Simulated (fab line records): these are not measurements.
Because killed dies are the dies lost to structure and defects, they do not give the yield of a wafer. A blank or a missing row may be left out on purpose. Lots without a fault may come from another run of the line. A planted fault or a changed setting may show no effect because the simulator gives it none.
fab line records	flow n5-finfet	part 2 of 2: steps 5 to 6 of 6
[record] lots = 20	wafers = 60	last-day = 17
route steps=1938 shown FIN_SAQP@114 FIN_CUT@166 STI_FIN_REVEAL@183
lots untouched by any fault: they come from a run of this same line in which no faults occurred
start-h: hours from the record's first day to the start of the lot's first wafer shown	wait-h: hours since the lot's step before	" same as the row above	L1.1+2: several wafers, shown together as one row	- value missing, or start not given	* or withheld: withheld	< > ~ a bound
route shown NAME@n: NAME is a module with steps in the file, n the number in the route of the first one	usual: mean/standard deviation taken from wafers without a fault	same: alike in all rows	chamber/n: place in a boat	sites: per-site readings	_std_site: standard deviation of those values	_edge_site: mean of outer sites minus mean of inner sites	radius-mm: for every site, how far away it sits from the centre of the wafer	mask NAME#n: copy n	behind: the tool/chamber that last shaped the wafer	hold: what put the lot on hold/how long, in hours/how the hold closed	device: whichever transistor did not switch (one of n, p or np)	end of line: tests of these same wafers at the route's end	step lacking rows: just its recipe	killed: dies that structure and defects cost at the first sort, which is not the same as the wafer's yield	map: shows each die of a wafer: x if killed, . if not, _ if none is there
set.NAME: the setting as run; set.NAME@STEP: as run at that earlier step	model.NAME: the simulator's own value behind a step, which no gauge read
route steps across a sampled set of lots; one table per step, one row per wafer
services: the hour from which a tool's chamber was out of use, counted from the record's first day as start-h (under 0 if before that day), plus the number of hours and why
[[steps]]
[step N5_FIN_CUT_DESCUM_13]
[recipe] chemistry = O2	time-s = 7	source-power-w = 50	bias-power-w = 20	pressure-mtorr = 20	rf-frequency-hz = 2.712e+07	temp-c = 40	resist = CAR-EUV	o2-flow-sccm = 225
[usual] drypump-motor-current-A = 5.9/0.44	oes-product-au = 0.80/0.1	rf-vpp-V = 243.6/1.5	showerhead-plenum-p-Torr = 2.12/0.073	throttle-valve-pct = 20.40/0.23
lot.wafer	tool	chamber	start-h	wait-h	drypump-motor-current-A	oes-product-au	rf-hours-counter-h	rf-vpp-V	showerhead-plenum-p-Torr	throttle-valve-pct
L074.3	rie-diel-02	2	26.13	0.0	6.2	0.78	144	242.4	2.00	20.67
L074.4	"	2	"	"	6.2	0.77	-	242.8	2.00	20.66
L074.5	"	1	"	"	6.2	0.79	-	245.5	2.20	20.03
L075.2	rie-diel-02	0	34.26	0.0	6.0	0.91	26	246.1	2.23	20.04
L075.3	"	2	"	"	6.2	0.78	147	241.7	2.00	20.67
L075.5	"	1	"	"	6.3	0.79	-	246.0	2.19	20.04
L076.2	rie-diel-06	3	38.90	0.2	5.8	0.90	35	244.9	2.23	20.12
L076.4	"	1	"	"	6.2	0.67	235	244.3	2.15	20.38
L076.6	"	2	"	"	5.2	0.67	-	242.9	2.15	20.63
L077.2	rie-diel-06	3	45.56	0.1	5.8	0.89	37	245.3	2.23	20.10
L077.4	"	0	"	"	6.0	0.71	198	243.4	2.08	20.54
L077.5	"	2	"	"	5.2	0.67	-	244.6	2.15	20.63
L078.3	rie-diel-06	2	50.54	0.0	5.2	0.67	249	244.5	2.15	20.64
L078.4	"	1	"	"	6.1	0.67	238	245.2	2.15	20.39
L078.5	"	2	"	"	5.3	0.67	-	243.9	2.15	20.65
L080.1	rie-diel-03	2	65.08	0.6	5.3	0.79	106	241.2	2.03	20.46
L080.2	"	0	"	"	6.7	0.67	238	242.0	2.06	20.61
L080.5	"	0	"	"	6.6	0.67	-	243.0	2.06	20.62
L083.2	rie-diel-06	2	81.90	0.2	5.2	0.96	5	243.9	2.15	20.32
L083.3	"	3	"	"	5.9	0.87	49	246.6	2.22	20.12
L083.6	"	2	"	"	5.2	0.96	-	243.2	2.15	20.33
L084.2	rie-diel-06	3	88.30	0.0	5.9	0.88	51	244.9	2.22	20.14
L084.3	"	2	"	"	5.2	0.95	7	244.4	2.15	20.34
L084.6	"	2	"	"	5.2	0.96	-	244.8	2.15	20.34
L085.1	rie-diel-03	3	95.71	0.9	5.3	0.69	221	243.2	2.06	20.71
L085.4	"	2	"	"	5.3	0.78	116	242.0	2.02	20.48
L085.5	"	3	"	"	5.3	0.69	-	241.8	2.06	20.71
L086.4	rie-diel-06	2	101.03	0.0	5.2	0.94	-	243.4	2.14	20.36
L086.5	"	3	"	"	5.9	0.86	-	247.3	2.22	20.13
L086.6	"	0	"	"	6.0	0.68	-	242.6	2.07	20.54
L087.3	rie-diel-02	1	107.87	0.0	6.2	0.77	128	244.7	2.19	20.06
L087.4	"	0	"	"	6.0	0.88	44	244.5	2.22	20.08
L087.6	"	1	"	"	6.3	0.77	-	244.1	2.19	20.06
L088.1	rie-diel-06	0	114.95	0.3	6.0	0.68	219	243.2	2.07	20.56
L088.4	"	3	"	"	5.8	0.85	65	245.1	2.22	20.15
L088.6	"	0	"	"	6.0	0.68	-	243.1	2.07	20.58
L089.1	rie-diel-03	1	120.52	0.0	5.9	0.76	144	244.9	2.19	20.61
L089.2	"	3	"	"	5.4	0.68	230	242.3	2.06	20.72
L089.4	"	2	"	"	5.3	0.77	124	240.5	2.02	20.47
L090.2	rie-diel-06	3	125.89	0.8	5.8	0.85	68	245.2	2.22	20.15
L090.3	"	2	"	"	5.2	0.92	24	244.7	2.14	20.37
L090.5	"	0	"	"	6.0	0.69	-	243.7	2.07	20.58
L091.1	rie-diel-06	3	131.30	0.0	5.9	0.85	70	244.4	2.21	20.14
L091.3	"	1	"	"	6.1	0.96	6	245.4	2.14	20.08
L091.6	"	2	"	"	5.2	0.91	-	244.1	2.14	20.37
L092.3	rie-diel-06	0	136.67	0.0	6.0	0.68	226	241.7	2.07	20.58
L092.5	"	2	"	"	5.2	0.91	-	244.0	2.14	20.37
L092.6	"	1	"	"	6.2	0.96	-	243.7	2.14	20.09
L093.2	rie-diel-03	1	142.51	0.4	5.9	0.74	151	244.2	2.18	20.63
L093.4	"	0	"	"	6.7	0.92	8	241.5	2.05	20.28
L093.6	"	0	"	"	6.7	0.92	-	242.2	2.05	20.28
L095.2	rie-diel-06	3	154.30	0.0	5.8	0.83	78	245.5	2.21	20.16
L095.4	"	2	"	"	5.2	0.90	35	242.8	2.14	20.38
L095.6	"	0	"	"	6.0	0.67	-	241.6	2.07	20.59
L096.1	rie-diel-03	2	159.65	0.2	5.3	0.76	139	240.4	2.01	20.51
L096.2	"	0	"	"	6.7	0.91	13	243.0	2.05	20.28
L096.6	"	1	"	"	5.9	0.74	-	243.0	2.18	20.63
L097.2	rie-diel-03	2	164.86	0.0	5.3	0.77	140	241.1	2.01	20.50
L097.3	"	1	"	"	5.9	0.74	160	244.5	2.18	20.65
L097.5	"	2	"	"	5.3	0.76	-	242.3	2.01	20.50
[step N5_STI_FIN_REVEAL_ALD_00]
[recipe] material = SiO2	target-thk-a = 10	temp-c = 300	ald-precursor-family = BDEAS	ald-co-reactant = O2-plasma	pulse-time-s = 1	pressure-torr = 2
[usual] heater-power-w = 470/37	precursor-pulse-height-rel = 1.001/0.019
lot.wafer	tool	chamber	start-h	wait-h	heater-power-w	precursor-pulse-height-rel
L074.3	ald-sin-02	0	27.08	0.0	477	1.030
L074.4	"	2	"	"	467	1.021
L074.5	"	0	"	"	483	1.000
L075.2	ald-sin-03	1	35.24	0.0	483	1.012
L075.3	"	3	"	"	559	1.032
L075.5	"	3	"	"	564	0.999
L076.2	ald-sin-03	3	39.95	0.0	557	0.984
L076.4	"	2	"	"	483	0.984
L076.6	"	1	"	"	468	1.005
L077.2	ald-sin-01	1	46.51	0.0	436	0.993
L077.4	"	0	"	"	456	1.019
L077.5	"	3	"	"	401	0.969
L078.3	ald-sin-02	2	51.50	0.0	464	0.997
L078.4	"	3	"	"	430	1.022
L078.5	"	2	"	"	485	0.997
L080.1	ald-sin-01	0	66.16	0.0	461	0.979
L080.2	"	3	"	"	409	1.020
L080.5	"	1	"	"	441	1.012
L083.2	ald-sin-03	2	82.88	0.0	464	0.973
L083.3	"	1	"	"	489	1.023
L083.6	"	3	"	"	548	0.999
L084.2	ald-sin-02	2	89.58	0.0	472	0.993
L084.3	"	3	"	"	438	1.001
L084.6	"	1	"	"	478	1.008
L085.1	ald-sin-03	3	96.69	0.0	541	1.013
L085.4	"	2	"	"	471	1.035
L085.5	"	0	"	"	421	0.999
L086.4	ald-sin-01	1	101.97	0.0	441	1.005
L086.5	"	1	"	"	453	1.010
L086.6	"	0	"	"	466	0.997
L087.3	ald-sin-02	2	110.54	1.6	473	1.001
L087.4	"	1	"	"	479	0.969
L087.6	"	0	"	"	471	1.029
L088.1	ald-sin-03	2	115.90	0.0	484	0.967
L088.4	"	0	"	"	427	1.015
L088.6	"	1	"	"	477	1.030
L089.1	ald-sin-01	0	122.09	0.6	463	0.971
L089.2	"	3	"	"	408	0.996
L089.4	"	2	"	"	487	1.006
L090.2	ald-sin-01	1	126.87	0.0	448	0.984
L090.3	"	3	"	"	416	0.988
L090.5	"	2	"	"	477	1.037
L091.1	ald-sin-02	1	132.60	0.4	466	0.987
L091.3	"	3	"	"	438	0.995
L091.6	"	2	"	"	478	1.008
L092.3	ald-sin-02	0	137.63	0.0	469	1.004
L092.5	"	1	"	"	464	1.017
L092.6	"	0	"	"	500	1.002
L093.2	ald-sin-03	0	143.51	0.0	426	0.968
L093.4	"	2	"	"	490	1.019
L093.6	"	1	"	"	485	0.994
L095.2	ald-sin-03	2	155.27	0.0	478	0.969
L095.4	"	1	"	"	486	0.971
L095.6	"	1	"	"	483	0.974
L096.1	ald-sin-02	1	160.80	0.2	473	1.003
L096.2	"	0	"	"	490	0.998
L096.6	"	1	"	"	482	0.994
L097.2	ald-sin-03	1	166.04	0.3	479	0.990
L097.3	"	3	"	"	557	1.021
L097.5	"	0	"	"	427	1.024
[[services]]
tool	chamber	start-h	hours	kind
rie-diel-03	0	0.59	13.9	repair
ald-sin-02	-	6.17	0.3	repair
ald-sin-03	2	16.61	16.4	repair
ald-sin-03	3	20.79	6.5	repair
rie-diel-03	-	29.48	0.5	repair
ald-sin-03	0	33.74	7.6	repair
rie-diel-04	0	40.18	2.6	repair
rie-si-03	-	63.10	0.3	repair
rie-si-03	-	75.64	0.5	repair
rie-diel-01	-	88.48	28.1	pm
rie-diel-06	0	88.86	4.1	repair
rie-diel-04	-	101.30	0.5	repair
rie-si-04	2	102.60	31.7	repair
ald-sin-03	-	112.71	2.8	pm
rie-si-02	1	115.06	2.8	repair
rie-diel-06	2	117.42	1.2	repair
rie-si-02	2	118.44	7.4	repair
rie-diel-05	2	119.71	1.5	repair
rie-si-04	-	120.76	0.2	repair
rie-si-03	-	131.84	2.8	pm
rie-si-03	-	141.01	1.1	repair
ald-sin-01	1	145.72	3.2	repair
rie-diel-04	1	160.26	9.4	repair
rie-diel-03	3	164.52	1.7	repair
